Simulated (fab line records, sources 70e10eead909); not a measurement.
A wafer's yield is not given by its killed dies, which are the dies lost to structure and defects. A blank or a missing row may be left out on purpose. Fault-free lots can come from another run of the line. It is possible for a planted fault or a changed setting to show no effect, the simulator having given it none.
The tool behind it: which one? -- flow nand_harc -- 24 lots, 72 wafers sampled, at 1 step of a route of 1302

## WHAT THE GAUGES SHOWED, per wafer
NHARC_P_M2_INSPECT_11.
lot,measured,on,raw_defect_count
L074,day 6 05:02,defect_inspect-01,5 8 4
L075,day 6 20:50,defect_inspect-01,4 6 12
L076,day 7 00:16,defect_inspect-02,7 3 7
L077,day 7 15:34,defect_inspect-02,5 3 5
L078,day 8 00:44,defect_inspect-02,5 9 3
L079,day 8 11:01,defect_inspect-02,3 3 4
L080,day 9 01:14,defect_inspect-02,5 5 5
L081,day 9 15:35,defect_inspect-02,2 2 2
L082,day 9 19:02,defect_inspect-01,4 3 0
L083,day 10 09:25,defect_inspect-01,4 3 1
L085,day 11 00:51,defect_inspect-01,7 12 11
L084,day 11 01:01,defect_inspect-01,5 2 6
L086,day 11 11:34,defect_inspect-02,5 2 6
L088,day 12 08:07,defect_inspect-01,8 3 5
L087,day 12 09:16,defect_inspect-02,3 1 2
L089,day 12 20:13,defect_inspect-02,4 9 2
L090,day 13 03:19,defect_inspect-02,4 4 4
L091,day 13 14:27,defect_inspect-02,11 8 8
L092,day 14 01:27,defect_inspect-02,5 1 6
L093,day 14 02:23,defect_inspect-02,6 8 6
L094,day 14 12:49,defect_inspect-02,5 8 9
L095,day 15 02:08,defect_inspect-02,10 4 7
L096,day 15 16:38,defect_inspect-02,3 3 3
L097,day 16 00:29,defect_inspect-02,3 2 2

## WHAT TOOL EACH LOT RAN ON (gives the tool, then ch and the chambers of the sampled wafers, and finally the start)
Record: no process step prior to these readings.

## WHAT THE TOOLS THEMSELVES READ (means of the sampled wafers that have a number; where no wafer has one, the mark that the record gives instead)
The record holds no such reading with a usual standard deviation.

## THE ANSWER, worked out from the rows above alone
Rule: what is usual is taken from the lots themselves. The widest of any qualifying gaps counts: lots, ordered by their means at a reading, are off when they make up no more than a third of the lots, leave a main group of 4 or more, and stand apart from it by 3 or more times the standard deviation of that group's means. A main group is skipped when, at the precision printed for the reading in the tables above, its means are all equal. Also off: a lot with no number at a reading for which 4 or more lots have one. Any other lot the step has rows for is counted as sound. The gauges are gone through in route order, then the tools' own readings, and for those a lot's mean is taken as printed above. The first step at which some lot is off is used, and at that step the reading that is off furthest; a lot without a number counts as furthest.
No lot is off on any of the readings shown, so nothing can be concluded from this.

## WHAT HAD BEEN PUT IN BY THE SIMULATOR
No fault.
